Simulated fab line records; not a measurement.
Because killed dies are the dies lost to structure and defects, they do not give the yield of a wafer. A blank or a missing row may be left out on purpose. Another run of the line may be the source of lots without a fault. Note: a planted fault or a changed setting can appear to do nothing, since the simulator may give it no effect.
fab line records | flow nand-harc
record: lots: 24 wafers: 72 last-day: 34
route steps=1302 shown A_BLC@1126 A_M0@1149 A_M1@1180
lots with no fault: from the same line, run without faults
start-h: the number of hours between the record's first day and the start of the first shown wafer of the lot | wait-h: time in hours since the lot's previous step | " identical to the entry in the row above | L1.1+2: a row that stands for several wafers | - either no value or no given start | * or withheld: withheld | < > ~ a bound
route shown NAME@n: NAME is a module with steps in the file, n the number in the route of the first one | usual: mean and standard deviation over wafers with no fault | same: alike in all rows | chamber/n: place in a boat | sites: per-site readings | _std_site: their standard deviation | _edge_site: the outer-site mean with the inner-site mean subtracted | radius-mm: for every site, how far away it sits from the centre of the wafer | mask NAME#n: copy n | behind: the tool/chamber that last shaped the wafer | hold: cause of the lot's hold/its duration in hours/its outcome | device: which transistor (n, p or np) failed to switch | end of line: the route-end tests of the same wafers | for a step that has no rows: nothing shown but its recipe | killed: at the first sort, the dies lost to defects and structure; wafer yield is something else | map: a wafer's dies, x killed, . not, _ none there
set.NAME: the setting the step ran with; set.NAME@STEP: the setting that earlier step ran with | model.NAME: the simulator's own value behind a step, which no gauge read
one table for each step of the route and one row for each wafer, over a sample of lots
services: from which hour (start-h, from the record's first day; less than 0 if before it) a tool's chamber was out of use, for how many hours, and why
== steps ==
step: NHARC_A_BLC_STRIP_21
recipe: o2-flow-sccm: 500 ar-flow-sccm: 0 bias-w: 0 chemistry: O2
usual: chamber-pressure-mTorr: 59.99/0.057 drypump-motor-current-A: 5.6/0.45 oes-product-au: 1.000/0.012 rf-vpp-V: 57.9/0.97 showerhead-plenum-p-Torr: 3.57/0.13 throttle-valve-pct: 17.035/0.0092
columns lot.wafer tool chamber start-h wait-h chamber-pressure-mTorr drypump-motor-current-A oes-product-au rf-hours-counter-h rf-vpp-V showerhead-plenum-p-Torr throttle-valve-pct
L074.2 rie-diel-03 1 524.85 0.1 60.02 5.0 1.002 5 57.3 3.44 17.042
L074.4 " 2 " " 60.04 5.2 0.979 5 57.8 3.73 17.012
L074.5 " 1 " " 59.95 5.0 0.997 - 56.8 3.44 17.035
L075.3 rie-diel-03 3 526.57 0.1 59.88 5.4 0.998 5 57.6 3.64 17.045
L075.2 " 0 " " 60.09 6.0 1.022 5 57.7 3.66 17.033
L075.6 " 3 " " 59.97 5.5 1.006 - 58.5 3.64 17.019
L076.3 rie-diel-12 2 542.12 0.1 59.94 5.7 1.005 25 58.9 3.58 17.017
L076.2 " 3 " " 59.98 5.1 1.015 27 57.3 3.34 17.032
L076.1 " 1 " " 59.91 5.2 1.021 24 56.6 3.76 17.043
L078.2 rie-diel-06 0 546.89 0.1 60.03 5.9 0.988 5 58.0 3.58 17.054
L078.4 " 1 " " 60.09 5.7 1.002 5 59.8 3.67 17.027
L078.6 " 2 " " 60.05 6.7 0.989 - 57.5 3.36 17.023
L077.4 rie-diel-06 1 548.65 0.1 60.03 5.7 1.006 5 57.2 3.67 17.022
L077.1 " 3 " " 60.08 5.9 1.006 5 58.0 3.47 17.028
L077.5 " 1 " " 59.93 5.7 1.003 - 56.4 3.67 17.037
L079.1 rie-diel-06 0 564.29 0.1 59.99 5.9 0.981 6 59.0 3.58 17.036
L079.4 " 1 " " 59.99 5.7 0.990 7 58.2 3.66 17.028
L079.2 " 2 " " 59.96 6.7 0.993 6 56.3 3.36 17.033
L080.1 rie-diel-03 3 579.23 0.1 60.01 5.4 1.002 9 57.7 3.64 17.024
L080.2 " 2 " " 59.89 5.2 0.981 9 57.9 3.72 17.040
L080.6 " 0 " " 59.99 5.9 1.018 - 58.8 3.66 17.032
L082.4 rie-diel-03 2 596.27 0.1 60.01 5.2 0.981 11 58.9 3.72 17.035
L082.6 " 3 " " 60.01 5.4 1.005 - 58.7 3.64 17.039
L082.5 " 0 " " 59.97 5.9 1.019 - 58.5 3.66 17.011
L081.4 rie-diel-12 1 596.94 0.1 60.05 5.2 1.001 39 58.0 3.75 17.042
L081.1 " 2 " " 59.99 5.7 1.003 41 57.3 3.57 17.040
L081.3 " 0 " " 59.99 6.1 0.997 34 58.2 3.70 17.028
L083.3 rie-diel-03 2 608.74 0.1 60.05 5.1 0.990 11 56.3 3.72 17.025
L083.6 " 0 " " 60.10 5.9 1.010 - 56.6 3.66 17.032
L083.5 " 1 " " 60.02 5.0 0.999 - 56.9 3.44 17.043
L084.2 rie-diel-06 1 617.76 0.1 60.05 5.7 1.001 11 57.4 3.66 17.043
L084.6 " 3 " " 60.07 5.9 0.984 - 56.5 3.47 17.040
L084.5 " 0 " " 59.97 5.9 0.995 - 58.1 3.57 17.045
L085.4 rie-diel-03 2 621.79 0.1 60.01 5.2 1.002 12 59.6 3.72 17.033
L085.3 " 1 " " 59.95 5.0 1.009 11 57.5 3.44 17.044
L085.5 " 2 " " 59.96 5.2 0.996 - 58.3 3.72 17.033
L086.1 rie-diel-12 1 640.14 0.1 60.00 5.2 1.022 2 59.7 3.74 17.029
L086.3 " 0 " " 59.93 6.1 1.010 2 59.7 3.69 17.030
L086.6 " 1 " " 60.01 5.2 1.004 - 57.2 3.74 17.034
L088.3 rie-diel-12 3 662.95 0.1 60.01 5.1 0.994 7 56.7 3.32 17.030
L088.4 " 1 " " 59.98 5.2 1.035 9 58.3 3.74 17.031
L088.1 " 2 " " 59.93 5.6 1.014 8 57.7 3.56 17.028
L087.1 rie-diel-03 0 664.44 0.1 60.05 6.0 0.990 1 56.0 3.66 17.036
L087.3 " 2 " " 59.99 5.1 0.955 1 57.5 3.72 17.036
L087.5 " 0 " " 60.05 5.9 0.992 - 58.9 3.66 17.052
L089.3 rie-diel-12 2 667.45 0.1 59.99 5.6 1.011 9 57.6 3.56 17.039
L089.4 " 3 " " 59.96 5.1 0.998 7 57.1 3.32 17.028
L089.2 " 1 " " 59.95 5.2 1.014 10 58.7 3.74 17.017
L090.2 rie-diel-03 2 681.37 0.1 59.97 5.1 0.994 2 59.9 3.72 17.040
L090.1 " 0 " " 60.00 5.9 1.006 2 56.4 3.66 17.038
L090.6 " 1 " " 59.94 5.0 0.990 - 55.3 3.43 17.023
L091.2 rie-diel-03 1 692.82 0.1 59.95 5.0 0.995 3 58.6 3.43 17.019
L091.4 " 0 " " 60.01 5.9 1.006 3 57.7 3.66 17.028
L091.5 " 2 " " 59.95 5.2 0.986 - 58.0 3.72 17.030
L092.1 rie-diel-06 0 704.36 0.1 60.01 5.9 0.986 3 58.7 3.57 17.035
L092.2 " 3 " " 59.84 5.9 0.992 3 57.4 3.47 17.037
L092.4 " 3 " " 60.13 5.9 1.006 - 56.9 3.47 17.031
L094.1 rie-diel-06 0 706.94 0.1 59.95 5.9 0.990 4 58.3 3.57 17.040
L094.3 " 3 " " 59.95 5.9 1.000 - 57.9 3.47 17.045
L094.4 " 0 " " 59.91 5.9 0.993 - 57.8 3.57 17.028
L093.3 rie-diel-12 2 714.04 0.1 59.97 5.7 1.003 23 57.6 3.55 17.041
L093.5 " 3 " " 59.95 5.1 1.001 - 58.8 3.31 17.055
L093.4 " 1 " " 59.95 5.1 1.007 - 59.8 3.73 17.044
L095.4 rie-diel-06 1 733.83 0.1 60.03 5.7 1.012 5 57.1 3.66 17.064
L095.6 " 3 " " 59.97 5.9 1.006 - 57.1 3.46 17.041
L095.5 " 0 " " 60.02 5.9 0.976 - 56.6 3.57 17.043
L096.2 rie-diel-06 1 735.48 0.1 59.99 5.7 1.017 5 58.3 3.66 17.045
L096.1 " 0 " " 60.01 5.9 0.977 8 57.5 3.56 17.046
L096.5 " 1 " " 60.03 5.7 1.019 - 58.1 3.66 17.054
L097.4 rie-diel-12 3 761.26 0.1 59.93 5.1 0.996 40 58.8 3.30 17.028
L097.2 " 0 " " 59.92 6.1 1.002 30 57.6 3.68 17.037
L097.6 " 0 " " 59.98 6.1 0.998 - 58.4 3.68 17.035
step: NHARC_A_M0_INSPECT_11
usual: raw-defect-count: 91/30
columns lot.wafer tool chamber start-h wait-h raw-defect-count
L074.2 defect-inspect-01 - 527.55 0.0 60
L074.4 " - " " 68
L074.5 " - " " 60
L075.2 defect-inspect-01 - 529.37 0.0 93
L075.3 " - " " 93
L075.6 " - " " 89
L076.1 defect-inspect-02 - 544.96 0.0 126
L076.2 " - " " 116
L076.3 " - " " 116
L078.2 defect-inspect-02 - 549.82 0.0 58
L078.4 " - " " 65
L078.6 " - " " 72
L077.1 defect-inspect-02 - 551.63 0.0 120
L077.4 " - " " 107
L077.5 " - " " 107
L079.1 defect-inspect-01 - 567.09 0.0 75
L079.2 " - " " 76
L079.4 " - " " 57
L080.1 defect-inspect-02 - 581.92 0.0 91
L080.2 " - " " 80
L080.6 " - " " 89
L082.4 defect-inspect-01 - 599.07 0.0 37
L082.5 " - " " 34
L082.6 " - " " 42
L081.1 defect-inspect-01 - 599.76 0.0 93
L081.3 " - " " 98
L081.4 " - " " 113
L083.3 defect-inspect-01 - 611.52 0.0 67
L083.5 " - " " 105
L083.6 " - " " 91
L084.2 defect-inspect-01 - 620.45 0.0 113
L084.5 " - " " 128
L084.6 " - " " 120
L085.3 defect-inspect-02 - 624.48 0.0 83
L085.4 " - " " 91
L085.5 " - " " 82
L086.1 defect-inspect-02 - 642.86 0.0 71
L086.3 " - " " 70
L086.6 " - " " 73
L088.1 defect-inspect-02 - 665.76 0.0 99
L088.3 " - " " 100
L088.4 " - " " 110
L087.1 defect-inspect-02 - 667.25 0.0 72
L087.3 " - " " 61
L087.5 " - " " 62
L089.2 defect-inspect-01 - 670.29 0.0 122
L089.3 " - " " 95
L089.4 " - " " 112
L090.1 defect-inspect-02 - 684.29 0.0 75
L090.2 " - " " 80
L090.6 " - " " 81
L091.2 defect-inspect-01 - 695.63 0.0 180
L091.4 " - " " 143
L091.5 " - " " 152
L092.1 defect-inspect-01 - 707.23 0.0 117
L092.2 " - " " 112
L092.4 " - " " 119
L094.1 defect-inspect-02 - 710.03 0.0 100
L094.3 " - " " 112
L094.4 " - " " 106
L093.3 defect-inspect-01 - 716.90 0.0 109
L093.4 " - " " 95
L093.5 " - " " 115
L095.4 defect-inspect-02 - 738.29 0.0 26
L095.5 " - " " 28
L095.6 " - " " 19
L096.1 defect-inspect-02 - 740.13 0.0 122
L096.2 " - " " 119
L096.5 " - " " 113
L097.2 defect-inspect-01 - 764.14 0.0 72
L097.4 " - " " 95
L097.6 " - " " 86
step: NHARC_A_M1_OVL_MEAS_10
recipe: pitch-nm: 240
usual: overlay-x-nm: -0.1/0.6 overlay-y-nm: -0.1/0.87
columns lot.wafer tool chamber start-h wait-h overlay-x-nm overlay-y-nm
L074.2 overlay-01 - 531.54 - 0.2 -0.4
L074.4 " - " " 0.6 0.1
L074.5 " - " " 0.4 0.3
L075.2 overlay-01 - 533.25 - 1.0 -0.2
L075.3 " - " " 0.5 -0.2
L075.6 " - " " 0.1 0.3
L076.1 overlay-01 - 549.21 - -1.0 0.1
L076.2 " - " " -0.8 0.1
L076.3 " - " " -1.3 0.4
L078.2 overlay-02 - 554.76 - 0.4 -1.4
L078.4 " - " " 0.3 -2.1
L078.6 " - " " 0.8 -2.0
L077.1 overlay-01 - 555.73 - -0.2 0.2
L077.4 " - " " -0.6 -0.1
L077.5 " - " " -0.4 0.1
L079.1 overlay-01 - 571.12 - 0.4 -0.2
L079.2 " - " " -0.5 0.1
L079.4 " - " " 0.1 0.3
L080.1 overlay-01 - 586.10 - -0.3 0.2
L080.2 " - " " -0.5 0.0
L080.6 " - " " 0.0 -0.1
L082.4 overlay-01 - 603.44 - -0.3 0.0
L082.5 " - " " -0.8 0.0
L082.6 " - " " -0.5 0.0
L081.1 overlay-02 - 603.77 - -0.7 -0.5
L081.3 " - " " -0.4 -1.0
L081.4 " - " " -0.9 -0.3
L083.3 overlay-01 - 615.44 - 0.6 -0.7
L083.5 " - " " -0.3 -0.3
L083.6 " - " " -0.4 -0.1
L084.2 overlay-02 - 624.35 - -0.4 -0.4
L084.5 " - " " -0.4 -0.5
L084.6 " - " " -0.8 -0.3
L085.3 overlay-01 - 628.80 - -0.6 0.8
L085.4 " - " " -0.1 0.6
L085.5 " - " " -0.6 0.7
L086.1 overlay-02 - 646.85 - 1.5 -1.4
L086.3 " - " " 1.0 -1.2
L086.6 " - " " 1.5 -0.9
L088.1 overlay-02 - 669.85 - -0.1 0.0
L088.3 " - " " 0.0 0.1
L088.4 " - " " -0.4 0.6
L087.1 overlay-02 - 671.29 - -0.8 0.1
L087.3 " - " " -0.7 -0.2
L087.5 " - " " -1.2 -0.2
L089.2 overlay-01 - 674.39 - 0.0 -0.2
L089.3 " - " " 0.0 -0.1
L089.4 " - " " -0.6 0.2
L090.1 overlay-01 - 688.42 - -1.3 1.1
L090.2 " - " " -0.7 0.4
L090.6 " - " " -0.6 0.7
L091.2 overlay-02 - 699.52 - 0.0 -0.8
L091.4 " - " " 0.2 -0.1
L091.5 " - " " 0.5 -0.3
L092.1 overlay-02 - 711.27 - -0.2 -1.5
L092.2 " - " " -0.1 -1.5
L092.4 " - " " 0.1 -1.8
L094.1 overlay-02 - 714.11 - 0.8 1.2
L094.3 " - " " 0.3 1.2
L094.4 " - " " 0.2 1.2
L093.3 overlay-02 - 720.78 - -0.6 2.0
L093.4 " - " " -0.8 1.9
L093.5 " - " " -0.5 2.2
L095.4 overlay-01 - 742.28 - 0.3 -1.9
L095.5 " - " " 0.6 -1.3
L095.6 " - " " -0.2 -1.2
L096.1 overlay-01 - 744.02 - 0.6 -0.1
L096.2 " - " " 0.1 -0.3
L096.5 " - " " 0.0 0.0
L097.2 overlay-02 - 768.12 - 0.6 0.4
L097.4 " - " " -0.1 0.4
L097.6 " - " " 0.8 0.6
step: NHARC_A_M1_ETCH_35
recipe: target-depth-a: 400 overetch-a: 120 time-s: 43.94 ion-energy-ev: 200 n2-flow-sccm: 150 h2-flow-sccm: 150 ar-flow-sccm: 0 rf-w: 400 bias-w: 150 chemistry: N2/H2
usual: chamber-pressure-mTorr: 30.002/0.027 drypump-motor-current-A: 5.8/0.4 n2-flow-sccm: 150.0/0.45 oes-product-au: 0.993/0.011 rf-vpp-V: 429.5/3 showerhead-plenum-p-Torr: 2.01/0.11 throttle-valve-pct: 14.172/0.009
columns lot.wafer tool chamber start-h wait-h chamber-pressure-mTorr drypump-motor-current-A n2-flow-sccm oes-product-au rf-hours-counter-h rf-vpp-V showerhead-plenum-p-Torr throttle-valve-pct
L074.2 rie-diel-10 2 531.72 0.1 30.022 5.9 149.5 0.992 7.2 430.0 1.96 14.172
L074.4 " 0 " " 29.957 5.8 149.7 1.006 6.6 425.9 1.89 14.178
L074.5 " 2 " " 30.011 5.9 149.3 1.009 - 427.7 1.96 14.174
L075.2 rie-diel-07 1 533.43 0.1 29.973 5.1 150.1 0.999 2.7 427.4 1.90 14.170
L075.3 " 2 " " 29.939 5.8 148.8 1.004 3.2 433.7 2.18 14.194
L075.6 " 2 " " 30.003 5.8 149.6 1.013 - 431.7 2.18 14.170
L076.1 rie-diel-04 3 549.41 0.1 29.980 5.1 149.8 0.989 0.1 426.3 1.91 14.157
L076.3 " 0 " " 29.990 6.5 150.3 0.995 0.1 435.1 2.20 14.162
L076.2 " 2 " " 30.002 5.8 149.4 0.988 0.1 430.4 2.00 14.182
L078.2 rie-diel-07 1 554.95 0.1 30.004 5.1 149.8 0.995 4.1 426.5 1.90 14.175
L078.4 " 2 " " 29.997 5.9 149.8 1.011 4.4 436.0 2.18 14.164
L078.6 " 0 " " 29.998 6.2 150.8 1.002 - 427.2 1.95 14.183
L077.4 rie-diel-07 0 555.91 0.1 30.005 6.2 149.6 1.005 4.0 428.3 1.95 14.164
L077.1 " 2 " " 29.970 5.9 149.5 1.012 4.4 434.8 2.18 14.169
L077.5 " 0 " " 29.981 6.2 149.2 1.012 - 427.1 1.95 14.163
L079.1 rie-diel-04 1 571.30 0.1 30.017 5.8 150.0 0.992 0.9 428.5 1.97 14.177
L079.4 " 2 " " 29.995 5.8 150.2 0.979 0.7 429.6 2.00 14.171
L079.2 " 3 " " 29.993 5.1 149.7 0.990 0.8 428.3 1.91 14.181
L080.1 rie-diel-10 0 586.28 0.1 29.987 5.8 149.5 1.003 8.7 426.2 1.89 14.172
L080.2 " 1 " " 29.994 6.2 149.3 0.982 7.8 431.8 2.08 14.164
L080.6 " 0 " " 29.987 5.8 149.5 0.995 - 425.5 1.89 14.168
L082.4 rie-diel-07 0 603.62 0.1 30.007 6.2 149.2 0.986 7.3 427.6 1.95 14.171
L082.6 " 0 " " 29.992 6.2 149.9 0.990 - 426.9 1.95 14.176
L082.5 " 1 " " 30.033 5.1 150.2 0.989 - 426.6 1.90 14.166
L081.1 rie-diel-04 1 604.02 0.1 30.018 5.8 150.1 0.988 2.1 429.6 1.97 14.170
L081.4 " 3 " " 29.995 5.1 149.2 0.996 - 426.3 1.91 14.169
L081.3 " 1 " " 29.953 5.8 149.6 0.990 - 426.8 1.97 14.168
L083.3 rie-diel-07 0 615.63 0.1 30.028 6.2 150.4 0.994 8.0 427.9 1.95 14.166
L083.6 " 2 " " 30.048 5.9 150.2 0.993 - 432.2 2.18 14.187
L083.5 " 3 " " 29.960 5.6 149.7 0.997 - 427.2 1.93 14.179
L084.2 rie-diel-10 0 624.54 0.1 30.037 5.8 149.7 1.015 0.8 425.8 1.89 14.168
L084.5 " 2 " " 30.068 5.8 149.6 0.993 - 429.0 1.96 14.167
L084.6 " 3 " " 30.062 5.7 149.3 0.998 - 432.8 2.11 14.169
L085.3 rie-diel-04 3 629.01 0.1 30.014 5.1 150.3 1.003 2.6 427.7 1.91 14.183
L085.4 " 1 " " 29.989 5.8 150.2 0.979 - 428.2 1.97 14.164
L085.5 " 3 " " 29.989 5.1 149.8 0.997 - 427.0 1.91 14.162
L086.1 rie-diel-07 1 647.04 0.1 30.017 5.1 149.2 1.000 9.6 426.2 1.90 14.165
L086.3 " 3 " " 29.998 5.6 150.3 0.995 9.4 427.6 1.93 14.158
L086.6 " 2 " " 30.027 5.8 150.8 0.999 - 434.8 2.18 14.163
L088.3 rie-diel-04 0 670.06 0.1 29.986 6.5 149.4 0.987 2.2 434.3 2.20 14.172
L088.1 " 1 " " 29.980 5.8 150.4 0.985 4.3 429.7 1.97 14.171
L088.4 " 0 " " 30.004 6.5 150.1 1.002 - 433.5 2.20 14.146
L087.3 rie-diel-04 2 671.49 0.1 29.989 5.8 149.6 0.987 3.8 428.9 1.99 14.159
L087.1 " 1 " " 30.048 5.8 149.6 0.979 4.3 428.6 1.97 14.170
L087.5 " 1 " " 30.004 5.8 149.6 0.982 - 428.0 1.97 14.183
L089.2 rie-diel-04 0 674.59 0.1 29.982 6.5 149.8 0.987 2.5 435.5 2.20 14.173
L089.3 " 1 " " 29.980 5.8 150.0 0.980 4.5 427.7 1.97 14.165
L089.4 " 0 " " 30.037 6.5 150.5 0.981 - 435.2 2.19 14.163
L090.2 rie-diel-04 1 688.62 0.1 29.926 5.8 150.3 0.970 5.2 428.2 1.97 14.166
L090.1 " 0 " " 30.039 6.5 150.0 0.984 3.2 434.9 2.20 14.179
L090.6 " 2 " " 30.023 5.8 150.7 0.982 - 428.0 1.99 14.187
L091.2 rie-diel-04 2 699.74 0.1 29.978 5.8 150.4 0.990 5.8 428.9 1.99 14.168
L091.5 " 0 " " 29.945 6.5 150.0 0.975 - 434.2 2.19 14.171
L091.4 " 2 " " 29.971 5.8 150.0 0.988 - 431.5 1.99 14.168
L092.4 rie-diel-07 3 711.46 0.1 30.000 5.5 151.2 0.992 3.8 426.8 1.93 14.162
L092.1 " 0 " " 29.970 6.2 149.8 1.004 2.7 427.3 1.95 14.162
L092.2 " 1 " " 30.006 5.0 149.6 1.015 3.6 426.9 1.90 14.185
L094.1 rie-diel-07 1 714.29 0.1 30.031 5.1 150.5 0.999 3.8 426.5 1.90 14.162
L094.4 " 2 " " 30.045 5.9 150.3 1.003 3.5 434.2 2.18 14.171
L094.3 " 0 " " 30.033 6.2 149.6 0.995 2.8 426.8 1.95 14.175
L093.3 rie-diel-04 1 720.98 0.1 30.034 5.8 149.9 0.978 0.4 427.8 1.97 14.168
L093.4 " 0 " " 30.047 6.5 150.5 1.006 - 434.5 2.19 14.175
L093.5 " 2 " " 30.015 5.8 150.2 0.993 - 428.9 1.99 14.183
L095.4 rie-diel-07 3 742.47 0.1 30.037 5.6 149.8 0.990 5.4 426.6 1.93 14.160
L095.6 " 3 " " 29.966 5.6 149.8 0.995 - 427.6 1.93 14.161
L095.5 " 0 " " 30.014 6.2 150.1 0.967 - 428.3 1.94 14.172
L096.1 rie-diel-10 3 744.22 0.1 29.982 5.7 150.2 0.997 9.6 431.7 2.11 14.179
L096.2 " 2 " " 30.003 5.8 150.1 0.995 9.4 426.4 1.96 14.186
L096.5 " 3 " " 30.004 5.7 150.1 1.004 - 430.0 2.11 14.196
L097.2 rie-diel-07 3 768.31 0.1 30.022 5.6 149.8 0.993 6.3 428.1 1.93 14.169
L097.4 " 0 " " 29.979 6.2 149.1 0.988 5.2 428.3 1.94 14.162
L097.6 " 3 " " 30.035 5.6 150.1 0.993 - 427.5 1.93 14.164
step: NHARC_A_M1_PVD_21
recipe: target-thk-a: 300 chamber-pressure-pa: 5 power-w: 5000 substrate-temp-c: 30 time-s: 20.49 material: Cu
usual: substrate-temp-c: 29.99/0.11 throttle-valve-pct: 30.3/0.91
columns lot.wafer tool chamber start-h wait-h substrate-temp-c throttle-valve-pct
L074.2 pvd-sputter-02 - - - 30.17 30.6
L074.4 " - " " 30.05 30.6
L074.5 " - " " 29.94 29.2
L075.2 pvd-sputter-02 - - - 29.99 29.2
L075.3 " - " " 30.22 30.6
L075.6 " - " " 30.12 31.0
L076.2 pvd-sputter-03 - - - 29.95 30.8
L076.1 " - " " 29.95 30.5
L076.3 " - " " 29.98 29.0
L078.2 pvd-sputter-01 - - - 30.06 28.9
L078.4 " - " " 30.17 30.9
L078.6 " - " " 29.92 30.8
L077.4 pvd-sputter-03 - - - 30.22 28.9
L077.1 " - " " 30.02 29.7
L077.5 " - " " 29.91 30.3
L079.1 pvd-sputter-01 - - - 30.00 31.9
L079.2 " - " " 30.03 28.8
L079.4 " - " " 29.95 30.8
L080.1 pvd-sputter-02 - - - 29.75 30.6
L080.2 " - " " 30.01 28.9
L080.6 " - " " 29.97 29.5
L082.4 pvd-sputter-03 - - - 30.00 29.1
L082.6 " - " " 30.06 30.8
L082.5 " - " " 29.78 29.6
L081.3 pvd-sputter-02 - - - 30.08 29.1
L081.1 " - " " 29.99 29.0
L081.4 " - " " 30.11 31.0
L083.3 pvd-sputter-01 - - - 29.95 30.3
L083.5 " - " " 29.92 31.6
L083.6 " - " " 29.94 30.1
L084.2 pvd-sputter-03 - - - 30.07 30.8
L084.5 " - " " 30.03 30.3
L084.6 " - " " 29.98 29.2
L085.4 pvd-sputter-01 - - - 29.88 30.6
L085.3 " - " " 30.19 31.4
L085.5 " - " " 29.88 31.7
L086.3 pvd-sputter-03 - - - 29.99 29.1
L086.1 " - " " 30.16 29.9
L086.6 " - " " 29.88 30.5
L088.1 pvd-sputter-01 - - - 29.92 30.4
L088.3 " - " " 30.13 31.5
L088.4 " - " " 30.00 29.8
L087.3 pvd-sputter-01 - - - 29.91 29.7
L087.1 " - " " 29.94 31.2
L087.5 " - " " 29.91 31.6
L089.2 pvd-sputter-01 - - - 30.13 30.0
L089.3 " - " " 30.12 30.2
L089.4 " - " " 29.96 31.2
L090.1 pvd-sputter-01 - - - 30.00 30.5
L090.2 " - " " 29.83 31.6
L090.6 " - " " 29.99 30.5
L091.4 pvd-sputter-02 - - - 29.95 28.0
L091.2 " - " " 30.00 30.4
L091.5 " - " " 30.11 30.2
L092.1 pvd-sputter-01 - - - 30.03 29.9
L092.4 " - " " 30.02 30.0
L092.2 " - " " 29.91 31.5
L094.3 pvd-sputter-01 - - - 29.77 31.7
L094.4 " - " " 30.24 31.5
L094.1 " - " " 29.94 30.8
L093.4 pvd-sputter-02 - - - 30.02 30.3
L093.3 " - " " 29.90 29.4
L093.5 " - " " 30.02 30.4
L095.4 pvd-sputter-01 - - - 30.05 30.5
L095.6 " - " " 30.11 31.4
L095.5 " - " " 29.93 30.4
L096.1 pvd-sputter-02 - - - 30.05 30.4
L096.2 " - " " 30.21 30.7
L096.5 " - " " 30.06 30.6
L097.4 pvd-sputter-03 - - - 30.12 30.1
L097.2 " - " " 30.09 31.3
L097.6 " - " " 30.01 30.0
step: NHARC_A_M1_PRE_CLEAN_32
recipe: time-s: 12 temp-c: 370 rf-power-w: 300 gas: NH3
usual: heater-power-w: 665/71
columns lot.wafer tool chamber start-h wait-h heater-power-w since-wet-clean-h
L074.2 pecvd-04 2 534.35 0.1 708 71
L074.5 " 1 " " 672 -
L074.4 " 2 " " 696 -
L075.2 pecvd-02 2 536.05 0.1 607 114
L075.3 " 0 " " 661 114
L075.6 " 2 " " 606 -
L076.1 pecvd-02 2 552.07 0.1 611 130
L076.2 " 0 " " 586 130
L076.3 " 1 " " 730 130
L078.2 pecvd-04 0 557.68 0.1 827 95
L078.6 " 0 " " 817 -
L078.4 " 1 " " 674 -
L077.1 pecvd-02 2 558.51 0.1 645 137
L077.5 " 1 " " 747 -
L077.4 " 2 " " 663 -
L079.1 pecvd-02 0 573.86 0.1 669 152
L079.2 " 2 " " 593 152
L079.4 " 1 " " 639 -
L080.2 pecvd-02 2 588.84 0.1 659 167
L080.1 " 0 " " 586 167
L080.6 " 2 " " 665 -
L082.5 pecvd-03 2 606.23 0.1 619 -
L082.6 " 0 " " 755 -
L082.4 " 1 " " 505 -
L081.3 pecvd-04 0 606.65 0.1 753 144
L081.1 " 2 " " 719 144
L081.4 " 2 " " 732 -
L083.3 pecvd-02 1 618.40 0.1 640 16
L083.5 " 0 " " 679 -
L083.6 " 1 " " 643 -
L084.2 pecvd-02 0 627.14 0.1 615 24
L084.6 " 1 " " 731 -
L084.5 " 2 " " 601 -
L085.3 pecvd-02 0 631.57 0.1 697 29
L085.5 " 0 " " 673 -
L085.4 " 1 " " 666 -
L086.3 pecvd-02 2 649.92 0.2 576 47
L086.1 " 0 " " 619 47
L086.6 " 2 " " 585 -
L088.3 pecvd-04 2 672.64 0.1 740 29
L088.1 " 0 " " 786 29
L088.4 " 2 " " 734 -
L087.3 pecvd-03 0 674.14 0.1 740 114
L087.1 " 1 " " 602 114
L087.5 " 1 " " 581 -
L089.2 pecvd-04 1 677.25 0.1 613 33
L089.3 " 2 " " 702 33
L089.4 " 0 " " 679 -
L090.1 pecvd-04 2 691.39 0.1 724 47
L090.2 " 1 " " 682 47
L090.6 " 2 " " 723 -
L091.2 pecvd-04 2 702.32 0.1 753 58
L091.5 " 1 " " 652 -
L091.4 " 2 " " 725 -
L092.1 pecvd-04 1 714.01 0.1 581 70
L092.2 " 0 " " 829 70
L092.4 " 1 " " 577 -
L094.1 pecvd-04 2 716.85 0.1 694 73
L094.3 " 0 " " 760 73
L094.4 " 1 " " 633 -
L093.3 pecvd-03 2 723.58 0.1 732 164
L093.4 " 0 " " 660 -
L093.5 " 1 " " 578 -
L095.5 pecvd-03 1 745.26 0.1 506 -
L095.6 " 2 " " 637 -
L095.4 " 0 " " 693 -
L096.1 pecvd-02 1 746.87 0.1 716 144
L096.2 " 0 " " 577 144
L096.5 " 2 " " 575 -
L097.2 pecvd-03 0 770.89 0.1 681 30
L097.4 " 1 " " 517 -
L097.6 " 2 " " 655 -
== services ==
columns tool chamber start-h hours kind
rie-diel-04 - 531.90 9.0 pm
pecvd-04 - 538.78 0.7 repair
rie-diel-04 1 547.04 3.9 repair
pvd-sputter-01 - 549.41 6.2 repair
rie-diel-03 0 570.21 4.8 repair
pvd-sputter-01 - 582.00 10.0 pm
rie-diel-04 0 587.16 64.2 repair
pecvd-02 - 589.69 13.0 pm
rie-diel-04 2 601.57 5.5 repair
pecvd-04 - 627.08 1.0 repair
pecvd-04 - 631.12 13.0 pm
rie-diel-03 - 635.94 9.0 pm
rie-diel-04 3 644.14 101.5 repair
rie-diel-07 - 648.20 9.0 pm
rie-diel-07 0 659.23 13.6 repair
rie-diel-07 3 674.28 1.3 repair
rie-diel-07 3 692.25 3.8 repair
rie-diel-07 0 699.51 1.6 repair
rie-diel-04 - 708.90 9.0 pm
rie-diel-04 2 728.03 15.5 repair
pvd-sputter-01 - 731.90 1.3 repair
rie-diel-07 1 740.17 1.2 repair
pvd-sputter-01 - 760.00 10.0 pm
pecvd-02 - 770.69 13.0 pm
== key ==
fault none
